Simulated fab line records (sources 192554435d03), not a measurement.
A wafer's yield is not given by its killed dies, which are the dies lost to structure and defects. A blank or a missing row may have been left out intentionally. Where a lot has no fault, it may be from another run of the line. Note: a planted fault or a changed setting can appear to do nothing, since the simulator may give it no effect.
Matching of chambers | flow n5 finfet | N5_BEOL_M14_DESCUM_33 on rie diel-01: 4 sister chambers
The step chemistry O2, time 7.9 s. 8 wafers are shown with their chamber, then 12 later ones without.

== WAFERS WITH THEIR CHAMBER ==
wafer  | chamber | showerhead plenum p Torr (Torr) | drypump motor current A (A)
L081.6 | 2       | 2.23                            | 5.5
L085.3 | 1       | 2.15                            | 5.9
L089.3 | 2       | 2.22                            | 5.6
L089.5 | 3       | 2.05                            | 5.7
L089.6 | 0       | 2.17                            | 6.0
L093.1 | 1       | 2.15                            | 5.9
L093.2 | 0       | 2.17                            | 6.0
L093.6 | 3       | 2.05                            | 5.7

== WAFERS MISSING THEIR CHAMBER ==
wafer  | showerhead plenum p Torr (Torr) | drypump motor current A (A)
L091.2 | 2.05                            | 5.7
L091.3 | 2.22                            | 5.6
L091.5 | 2.05                            | 5.7
L092.1 | 2.22                            | 5.6
L092.4 | 2.15                            | 5.9
L092.6 | 2.05                            | 5.7
L094.3 | 2.22                            | 5.5
L094.4 | 2.05                            | 5.8
L094.6 | 2.05                            | 5.7
L096.1 | 2.17                            | 6.0
L096.2 | 2.22                            | 5.6
L096.4 | 2.05                            | 5.7

== CHAMBER TAKEN BY EACH ==
wafer  | from the rows above | in truth
L091.2 | 3                   | 3
L091.3 | 2                   | 2
L091.5 | 3                   | 3
L092.1 | 2                   | 2
L092.4 | 1                   | 1
L092.6 | 3                   | 3
L094.3 | 2                   | 2
L094.4 | 3                   | 3
L094.6 | 3                   | 3
L096.1 | 0                   | 0
L096.2 | 2                   | 2
L096.4 | 3                   | 3
Correctly placed: 12 of 12. From these rows, 0 cannot be placed. Number placed wrongly: 0.
How it was worked out, from the rows above alone: a wafer's distance from a chamber is the root of the sum, over the readings, of the square of ((its reading less the chamber's mean) divided by the reading's scatter). The wafer belongs to the nearest chamber; if the next one is less than 2 further off, it can't be placed. The mean given for a chamber averages the wafers shown for that chamber. How the scatter is found: for the shown wafers, subtract from each reading the mean of its chamber, square and add these, divide the total by (wafers less chambers), then take the root.
